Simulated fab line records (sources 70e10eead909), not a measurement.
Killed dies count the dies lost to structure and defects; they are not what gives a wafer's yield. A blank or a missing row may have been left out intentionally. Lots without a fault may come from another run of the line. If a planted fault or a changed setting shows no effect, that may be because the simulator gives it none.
Comparing a struck lot with a sound one | flow nand_harc | 14 steps out of a route of 1302
Sound: these wafers, L853.3, L853.5, L853.6. Struck: wafers L849.4, L849.5, L849.6. Last of all comes the cause.
Each step with rows lists, per side, the tool, then ch with its chambers, then its first start. Under that, the readings that differ: sound wafers | struck wafers | difference of the means | sigmas: that difference in standard deviations of wafers without a fault.
alike: a reading whose means differ by less than 2 such deviations, as well as words and numbers matching on both sides. not compared: withheld readings; readings where some wafer has no value; bounds like >300 that might hide an equal value; numbers whose values overlap and for which the record gives no deviation.
The two part at a step that has a row with sigmas, a row that says differs or no value, or rows on one side only. Numbers that have no deviation but don't overlap get no sigmas and don't part them. A reading missing from all wafers of one side parts the sides only when that side holds two or more wafers.

NHARC_P_M2_CD_MEAS_09 targets a cd of 170 nm.
  sound on cd_sem-03 ch 0, day 14 18:55; struck on cd_sem-01 ch 0, day 13 05:24
  alike: cd_nm
NHARC_P_M2_OVL_MEAS_10: pitch 340 nm.
  sound: overlay-01 at day 14 19:00; struck: overlay-01 at day 13 05:29
  alike: overlay_x_nm, overlay_y_nm
NHARC_P_M2_INSPECT_11:
  sound: defect_inspect-02 at day 14 19:02; struck: defect_inspect-02 at day 13 05:31
  reading          | sound | struck   | difference | sigmas
  raw_defect_count | 7 2 0 | 12 10 13 | +9         | +3
then, 2 steps without rows for these wafers: NHARC_P_M2_DESCUM_14 (chemistry O2, time 3 s); NHARC_P_M2_ETCH_35 (etches the open film in N2/H2, target depth 40 nm, overetch 12 nm, time 43.94 s).
NHARC_P_M2_ETCH_15: etches the open film in C4F8/Ar, target depth 182.5 nm, time 91.2 s.
  sound on rie_diel-11 ch 1,2; struck on rie_diel-04 ch 0,2,3
  alike: oes_product_au, rf_fwd_power_W, rf_vpp_V
  not compared: rf_hours_counter_h
NHARC_P_M2_CD_MEAS_16:
  sound: cd_sem-01 at day 14 19:24; struck: cd_sem-01 at day 13 05:53
  alike: cd_nm
NHARC_P_M2_STRIP_18: strips in N2/H2.
  sound on rie_diel-08 ch 1,2,3, day 14 19:31; struck on rie_diel-08 ch 1,2, day 13 05:58
  alike: drypump_motor_current_A, oes_product_au, rf_fwd_power_W, rf_vpp_V, showerhead_plenum_p_Torr, throttle_valve_pct
  not compared: rf_hours_counter_h
NHARC_P_M2_ETCH_28: etches the open film in CF4/N2, target depth 30 nm, time 72.99 s.
  sound on rie_diel-08 ch 0,2,3; struck on rie_diel-08 ch 1,2
  alike: drypump_motor_current_A, oes_product_au, rf_fwd_power_W, rf_vpp_V, showerhead_plenum_p_Torr, throttle_valve_pct
  not compared: rf_hours_counter_h
then, 2 steps without rows for these wafers: NHARC_P_M2_STRIP_19 (strips in post etch residue remover, time 600 s); NHARC_P_M2_DEGAS_29 (time 60 s).
NHARC_P_M2_PRE_CLEAN_30: time 30 s.
  sound on pvd_sputter-03; struck on pvd_sputter-02
  alike: heater_power_w
NHARC_P_M2_PVD_20: deposits TaN, target thk 5 nm, time 8.06 s.
  sound: pvd_sputter-03 at day 14 20:15; struck: pvd_sputter-02 at day 13 06:47
  no value came back on the struck wafers for bias_v (V), cathode_dc_power_W (W), chamber_pressure_pa (Pa), throttle_valve_pct (%); on the sound wafers bias_v (V) reads 170.2 168.8 169.7
NHARC_P_M2_PVD_21: deposits Cu, target thk 30 nm, time 20.49 s.
  sound on pvd_sputter-03; struck on pvd_sputter-02
  alike: cathode_dc_power_W, chamber_pressure_pa, throttle_valve_pct

== WHERE THEY PART ==
First at NHARC_P_M2_INSPECT_11; last, within this record, at NHARC_P_M2_PVD_20. Later steps at which nothing parts them and some readings are alike: NHARC_P_M2_PVD_21.

WHY: the cause the simulator had injected
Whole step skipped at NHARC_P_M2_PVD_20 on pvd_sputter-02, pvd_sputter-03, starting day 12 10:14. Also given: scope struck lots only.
